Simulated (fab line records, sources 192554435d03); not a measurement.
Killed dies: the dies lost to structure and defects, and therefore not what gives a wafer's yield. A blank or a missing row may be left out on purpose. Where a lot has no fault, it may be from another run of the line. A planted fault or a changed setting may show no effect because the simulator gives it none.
Chamber matching / flow n5_finfet / N5_ILD0_LINER_00 on ald_sin-03: 4 sister chambers
The step material SiNx, target thk 4 nm, pulse time 1 s, purge time 2 s. 16 wafers are shown with their chamber, then 8 later ones without.

## EACH WAFER AND ITS CHAMBER
wafer=L074.1; chamber=0; heater_power_w (W)=864; precursor_pulse_height_rel=1.000
wafer=L074.2; chamber=3; heater_power_w (W)=924; precursor_pulse_height_rel=1.007
wafer=L074.5; chamber=3; heater_power_w (W)=927; precursor_pulse_height_rel=0.989
wafer=L078.1; chamber=1; heater_power_w (W)=826; precursor_pulse_height_rel=1.017
wafer=L078.2; chamber=2; heater_power_w (W)=887; precursor_pulse_height_rel=0.972
wafer=L078.3; chamber=3; heater_power_w (W)=926; precursor_pulse_height_rel=1.027
wafer=L078.4; chamber=0; heater_power_w (W)=883; precursor_pulse_height_rel=0.985
wafer=L078.5; chamber=0; heater_power_w (W)=839; precursor_pulse_height_rel=0.976
wafer=L078.6; chamber=1; heater_power_w (W)=825; precursor_pulse_height_rel=1.032
wafer=L081.4; chamber=1; heater_power_w (W)=801; precursor_pulse_height_rel=1.005
wafer=L081.5; chamber=0; heater_power_w (W)=830; precursor_pulse_height_rel=1.003
wafer=L081.6; chamber=1; heater_power_w (W)=800; precursor_pulse_height_rel=0.985
wafer=L084.1; chamber=0; heater_power_w (W)=868; precursor_pulse_height_rel=1.002
wafer=L084.2; chamber=3; heater_power_w (W)=888; precursor_pulse_height_rel=1.008
wafer=L084.4; chamber=1; heater_power_w (W)=811; precursor_pulse_height_rel=0.983
wafer=L086.2; chamber=3; heater_power_w (W)=931; precursor_pulse_height_rel=0.984

SIGNATURES (means of the wafers above)
reading=heater_power_w; chamber 0=856.80; chamber 1=812.60; chamber 2=887.00; chamber 3=919.20; scatter within a chamber=17.7
reading=precursor_pulse_height_rel; chamber 0=0.99320; chamber 1=1.00440; chamber 2=0.97200; chamber 3=1.00300; scatter within a chamber=0.0171
Rule: for a wafer and a chamber, the distance is found by dividing, reading by reading, the gap between the wafer's reading and the chamber's mean by the reading's scatter, squaring, summing and taking the root. If the next closest chamber is less than 2 further off than the closest, the wafer can't be placed; otherwise it belongs to the closest. The scatter is the square root of a quotient: the sum, over the shown wafers, of each reading's squared deviation from its chamber's mean, divided by wafers minus chambers.

## WAFERS WITH NO CHAMBER GIVEN
wafer=L086.4; heater_power_w (W)=851; precursor_pulse_height_rel=1.011
wafer=L086.6; heater_power_w (W)=837; precursor_pulse_height_rel=1.018
wafer=L091.2; heater_power_w (W)=833; precursor_pulse_height_rel=0.985
wafer=L091.4; heater_power_w (W)=848; precursor_pulse_height_rel=0.969
wafer=L091.5; heater_power_w (W)=785; precursor_pulse_height_rel=1.009
wafer=L094.1; heater_power_w (W)=898; precursor_pulse_height_rel=0.973
wafer=L094.2; heater_power_w (W)=851; precursor_pulse_height_rel=1.039
wafer=L094.4; heater_power_w (W)=866; precursor_pulse_height_rel=1.006

## WHICH CHAMBER EACH ONE RAN IN
wafer=L086.4; from the rows above=can't be placed: 0 or 1 or 2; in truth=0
wafer=L086.6; from the rows above=can't be placed: 1 or 0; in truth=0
wafer=L091.2; from the rows above=can't be placed: 0 or 1 or 2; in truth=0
wafer=L091.4; from the rows above=can't be placed: 0 or 2 or 1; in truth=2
wafer=L091.5; from the rows above=1; in truth=1
wafer=L094.1; from the rows above=can't be placed: 2 or 3 or 0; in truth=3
wafer=L094.2; from the rows above=can't be placed: 0 or 1 or 3 or 2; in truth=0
wafer=L094.4; from the rows above=can't be placed: 0 or 2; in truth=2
Correct placement for 1 of the 8. Cannot be placed on the basis of these rows: 7; the candidates contain the true chamber in 7. 0 placed wrongly.
